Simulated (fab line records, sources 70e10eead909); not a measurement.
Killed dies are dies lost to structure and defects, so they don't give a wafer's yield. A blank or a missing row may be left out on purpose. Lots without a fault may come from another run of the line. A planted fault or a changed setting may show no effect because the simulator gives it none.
Which tool did it? | flow nand_harc | 6 lots, 18 wafers sampled, at 3 steps of a route of 1302

WHAT THE GAUGES READ, wafer by wafer
NHARC_A_ONON_D1_THK_MEAS_18: measures by ellipsometry.
lot  | measured     | on            | thk_nm (nm)
L960 | day 8 22:47  | film_metro-02 | 991 993 991
L964 | day 10 16:53 | film_metro-02 | 998 997 996
L967 | day 11 16:10 | film_metro-01 | 996 996 998
L973 | day 14 06:05 | film_metro-01 | 1595 1596 1595
L974 | day 15 04:42 | film_metro-02 | 1570 1571 1571
L981 | day 18 00:41 | film_metro-02 | 994 996 995

WHICH TOOL RAN EACH LOT (tool, then ch and the chambers of the sampled wafers, then the start)
lot  | NHARC_P_BONDPAD_DEP_00                     | NHARC_A_ONON_D1_DEP_16
L960 | pecvd-03 ch 0,1,2, day 7 06:59             | pecvd_onon-03 ch 0, day 8 22:20
L964 | pecvd-02 ch 0,1,2, day 10 16:22 or earlier | pecvd_onon-02 ch 0, day 10 16:22
L967 | pecvd-02 ch 0,1,2, day 10 02:17            | pecvd_onon-02 ch 0, day 11 15:38
L973 | pecvd-01 ch 0,1,2, day 12 13:53            | pecvd_onon-01 ch 0, day 14 05:42
L974 | pecvd-03 ch 1,2, day 13 14:22              | pecvd_onon-01 ch 0, day 15 04:11
L981 | pecvd-03 ch 0,1,2, day 16 05:19            | pecvd_onon-02 ch 0, day 18 00:11
- NHARC_P_BONDPAD_DEP_00: deposits SiCN, target thk 250 nm.
- NHARC_A_ONON_D1_DEP_16: target thk 1000 nm.

THE ANSWER, worked out from the rows above alone
Rule: what is usual is taken from the lots themselves. Put in order of their means at a reading, lots are off if they are a third of the lots or fewer, leave a main group of 4 or more, and stand apart from it by a gap of 3 or more times the standard deviation of the main group's means; of several such gaps the widest counts. A main group whose means are all the same, to the digits that the tables above print for the reading, isn't used. A lot without any number at a reading at which 4 lots or more have one is off too. The other lots that the step has rows for count as sound.
Off: L973, L974, at NHARC_A_ONON_D1_THK_MEAS_18 (thk_nm). The main group: mean 995 nm, standard deviation 2.1.
A tool fits if, at a process step before that reading, it ran every lot that is off, and no sound lot after the first of them. The gauges at NHARC_A_ONON_D1_THK_MEAS_18 are tried like those tools. NHARC_P_BONDPAD_DEP_00 gives no start for some lots, so the hours and the order of its lots are those of NHARC_A_ONON_D1_DEP_16. One fits: pecvd_onon-01 at NHARC_A_ONON_D1_DEP_16. It ran no sound lot before its first lot that is off in this sample, so the start can't be narrowed down.

WHAT THE SIMULATOR HAD PUT IN
Process parameter drift: pecvd_onon-01, from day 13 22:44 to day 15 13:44, at NHARC_A_ONON_D1_DEP_16. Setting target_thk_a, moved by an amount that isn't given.
Lots struck among those shown: L973, L974. The rule above found the same.
